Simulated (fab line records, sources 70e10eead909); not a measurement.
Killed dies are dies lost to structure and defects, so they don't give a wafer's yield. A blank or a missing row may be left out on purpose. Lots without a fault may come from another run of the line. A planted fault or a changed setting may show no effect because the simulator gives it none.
A struck lot beside a sound one | flow nand_harc | 33 steps out of a route of 1159
Sound: wafers L182.1, L182.2, L182.4. Struck: wafers L190.1, L190.5, L190.6. The cause comes at the end.
At each step with rows: each side's tool, then ch and its chambers, then its first start. Under that, the readings that differ: sound wafers | struck wafers | difference of the means | sigmas: that difference in standard deviations of wafers without a fault.
alike: readings whose means differ by less than 2 such deviations, and words and numbers that are the same on both sides. not compared: withheld readings, readings that some wafer has no value for, bounds like >300 that may hide the same value, and numbers for which the record gives no deviation and whose values overlap.
The two part at a step that has a row with sigmas, a row that says differs or no value, or rows on one side only. Numbers that don't overlap but have no deviation are shown without sigmas and don't part them. A reading that every wafer of one side lacks parts them only if that side has two wafers or more.

first, 3 steps without rows for these wafers: NHARC_A_CHANNEL_HOLE_D1_EXPOSE_07 (exposes mask HOLE D1, target cd 100 nm); NHARC_A_CHANNEL_HOLE_D1_PEB_08 (peb time 65 s); NHARC_A_CHANNEL_HOLE_D1_DEVELOP_09 (develop time 35 s).
NHARC_A_CHANNEL_HOLE_D1_CD_MEAS_10: target cd 100 nm.
  sound on cd_sem-03 ch 0, day 8 23:13; struck on cd_sem-03 ch 0, day 10 12:59
  alike: cd_nm
NHARC_A_CHANNEL_HOLE_D1_OVL_MEAS_11:
  sound on overlay-02, day 8 23:18; struck on overlay-02, day 10 13:05
  alike: overlay_x_nm, overlay_y_nm
NHARC_A_CHANNEL_HOLE_D1_INSPECT_12:
  sound on defect_inspect-02, day 8 23:20; struck on defect_inspect-02, day 10 13:07
  alike: raw_defect_count
then, 1 step without rows for these wafers: NHARC_A_CHANNEL_HOLE_D1_DESCUM_15 (chemistry O2, time 3 s).
NHARC_A_CHANNEL_HOLE_D1_ETCH_38: etches the open film in CF4, target depth 39 nm, time 65 s.
  sound on rie_diel-07 ch 0,1,3, day 8 23:29; struck on rie_diel-06 ch 1,2, day 10 13:16
  alike: drypump_motor_current_A, oes_product_au, rf_vpp_V, showerhead_plenum_p_Torr, throttle_valve_pct
  not compared: rf_hours_counter_h
NHARC_A_CHANNEL_HOLE_D1_ETCH_39: etches the open film in N2/H2, target depth 260 nm, time 325 s.
  sound on rie_diel-07 ch 0,2,3; struck on rie_diel-06 ch 1,2
  alike: drypump_motor_current_A, oes_product_au, rf_vpp_V, showerhead_plenum_p_Torr, throttle_valve_pct
  not compared: rf_hours_counter_h
then, 2 steps without rows for these wafers: NHARC_A_CHANNEL_HOLE_D1_ETCH_34 (etches the open film in CF4/CHF3, target depth 154 nm, time 77 s); NHARC_A_CHANNEL_HOLE_D1_ETCH_16 (etches the open film in O2/COS, target depth 3100 nm, time 806 s).
NHARC_A_CHANNEL_HOLE_D1_CD_MEAS_18:
  sound on cd_sem-01, day 9 00:31; struck on cd_sem-02, day 10 14:17
  alike: cd_nm
NHARC_A_CHANNEL_HOLE_D1_ETCH_19: etches the open film in C4F8/O2/Ar, time 34.5 s.
  sound on har_etch-02 ch 0,1, day 9 00:35; struck on har_etch-02 ch 0,1, day 10 14:22
  alike: drypump_motor_current_A, showerhead_plenum_p_Torr, throttle_valve_pct
  not compared: rf_hours_counter_h
then, 1 step without rows for these wafers: NHARC_A_CHANNEL_HOLE_D1_ETCH_20 (etches the open film in C4F8/O2/Ar, time 361.9 s, target depth 1600 nm).
NHARC_A_CHANNEL_HOLE_D1_ETCH_21: etches the open film in C4F8/O2/Ar, time 514.3 s, target depth 1600 nm.
  sound on har_etch-02 ch 0,1, day 9 01:01; struck on har_etch-02 ch 0,1, day 10 14:47
  alike: drypump_motor_current_A, showerhead_plenum_p_Torr, throttle_valve_pct
  not compared: rf_hours_counter_h
then, 1 step without rows for these wafers: NHARC_A_CHANNEL_HOLE_D1_ETCH_22 (etches the open film in C4F8/O2/Ar, time 666.7 s, target depth 1600 nm).
NHARC_A_CHANNEL_HOLE_D1_ETCH_23: etches the open film in C4F8/O2/Ar, time 819 s, target depth 1600 nm.
  sound on har_etch-02 ch 0,1, day 9 02:02; struck on har_etch-02 ch 0,1, day 10 15:48
  alike: drypump_motor_current_A, showerhead_plenum_p_Torr, throttle_valve_pct
  not compared: rf_hours_counter_h
then, 11 steps without rows for these wafers: NHARC_A_CHANNEL_HOLE_D1_ETCH_24 (etches the open film in C4F8/O2/Ar, time 906.2 s, target depth 1500 nm); NHARC_A_CHANNEL_HOLE_D1_ETCH_25 (etches the open film in C4F8/O2/Ar, time 1040.2 s, target depth 1500 nm); NHARC_A_CHANNEL_HOLE_D1_ETCH_26 (etches the open film in C4F8/O2/Ar, time 224.1 s, target depth 300 nm); NHARC_A_CHANNEL_HOLE_D1_ETCH_33 (etches the open film in C4F8/O2/Ar, time 90 s, target depth 400 nm); NHARC_A_CHANNEL_HOLE_D1_STRIP_41 (strips in N2/H2); NHARC_A_CHANNEL_HOLE_D1_STRIP_42 (strips in CF4/CHF3); NHARC_A_CHANNEL_HOLE_D1_STRIP_43 (strips in O2/COS); NHARC_A_CHANNEL_HOLE_D1_ETCH_44 (etches the open film in CF4/O2, target depth 140 nm, overetch 14 nm, time 77 s); NHARC_A_CHANNEL_HOLE_D1_STRIP_27 (strips in O2); NHARC_A_CHANNEL_HOLE_D1_PRECLEAN_28 (cleans in SC1); NHARC_A_CHANNEL_HOLE_D1_SRD_29.
NHARC_A_CHANNEL_HOLE_D1_CD_MEAS_30:
  sound on cd_sem-01, day 9 06:16; struck on cd_sem-03, day 10 19:53
  alike: cd_nm
NHARC_A_CHANNEL_HOLE_D1_XSEM_31:
  sound on xsem-02 ch 0, day 9 06:21; struck on xsem-02 ch 0, day 10 19:58
  reading     | sound          | struck         | difference | sigmas
  bow_nm (nm) | 8.90 8.83 8.76 | 8.04 8.05 8.03 | -0.79      | -3
  alike: bot_cd_nm, tilt_deg
NHARC_A_CHANNEL_HOLE_D1_INSPECT_40:
  sound on defect_inspect-02, day 9 06:27; struck on defect_inspect-01, day 10 20:04
  reading          | sound    | struck      | difference | sigmas
  raw_defect_count | 43 55 42 | 802 805 710 | +726       | +40
then, 1 step without rows for these wafers: NHARC_A_CHANNEL_FILL_D1_PRECLEAN_00 (cleans in SC1).
-- the record jumps here: 11 days lie between the struck wafers' starts before and after (it left off in module A_CHANNEL_FILL_D1 and takes up again in module END, whose first step shown is number 1159 of the route) --
NHARC_END_SORT_01:
  the record has rows for the struck wafers here (prober-01 ch 0, day 22 01:40) and none for the sound ones

WHERE THEY PART
First at NHARC_A_CHANNEL_HOLE_D1_XSEM_31; last, within this record, at NHARC_END_SORT_01.

WHY: what the simulator had put in
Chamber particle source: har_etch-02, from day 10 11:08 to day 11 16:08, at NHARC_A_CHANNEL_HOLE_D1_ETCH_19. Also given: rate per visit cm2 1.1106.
